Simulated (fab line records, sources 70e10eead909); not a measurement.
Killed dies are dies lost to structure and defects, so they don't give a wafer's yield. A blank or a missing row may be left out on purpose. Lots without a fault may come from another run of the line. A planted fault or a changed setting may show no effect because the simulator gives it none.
Chamber matching | flow nand_harc | NHARC_A_M0_DEP_32 on pecvd-02: 3 sister chambers
The step deposits SiCN, target thk 30 nm. 6 wafers are shown with their chamber, then 8 later ones without.

WAFERS WITH THEIR CHAMBER
wafer  | chamber | heater_power_w (W) | susceptor_temp_C (C)
L085.5 | 2       | 515                | 370.21
L090.4 | 1       | 550                | 370.11
L090.6 | 2       | 514                | 369.81
L091.2 | 1       | 619                | 369.69
L091.4 | 0       | 579                | 370.01
L093.4 | 0       | 583                | 370.33

WAFERS WITHOUT THEIR CHAMBER
wafer  | heater_power_w (W) | susceptor_temp_C (C)
L093.5 | 512                | 370.19
L093.6 | 607                | 370.39
L095.1 | 551                | 369.91
L095.4 | 542                | 369.63
L095.6 | 524                | 370.14
L096.2 | 518                | 370.33
L096.5 | 622                | 369.95
L096.6 | 518                | 370.08

WHICH CHAMBER EACH WENT THROUGH
wafer  | from the rows above          | in truth
L093.5 | can't be placed: 2 or 0      | 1
L093.6 | can't be placed: 0 or 1      | 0
L095.1 | can't be placed: 1 or 2 or 0 | 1
L095.4 | can't be placed: 2 or 1 or 0 | 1
L095.6 | can't be placed: 2 or 0 or 1 | 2
L096.2 | can't be placed: 2 or 0 or 1 | 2
L096.5 | can't be placed: 1 or 0      | 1
L096.6 | can't be placed: 2 or 0      | 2
Placed correctly: 0 of 8. Can't be placed from these rows: 8 (the true chamber is among the candidates in 7). Placed wrongly: 0.
How it was worked out, from the rows above alone: a wafer's distance from a chamber is the root of the sum, over the readings, of the square of ((its reading less the chamber's mean) divided by the reading's scatter). The wafer belongs to the nearest chamber; if the next one is less than 2 further off, it can't be placed. A chamber's mean is the mean of its shown wafers. The scatter: the root of (the sum of the squares of (reading less its chamber's mean) over the shown wafers, divided by (wafers less chambers)).
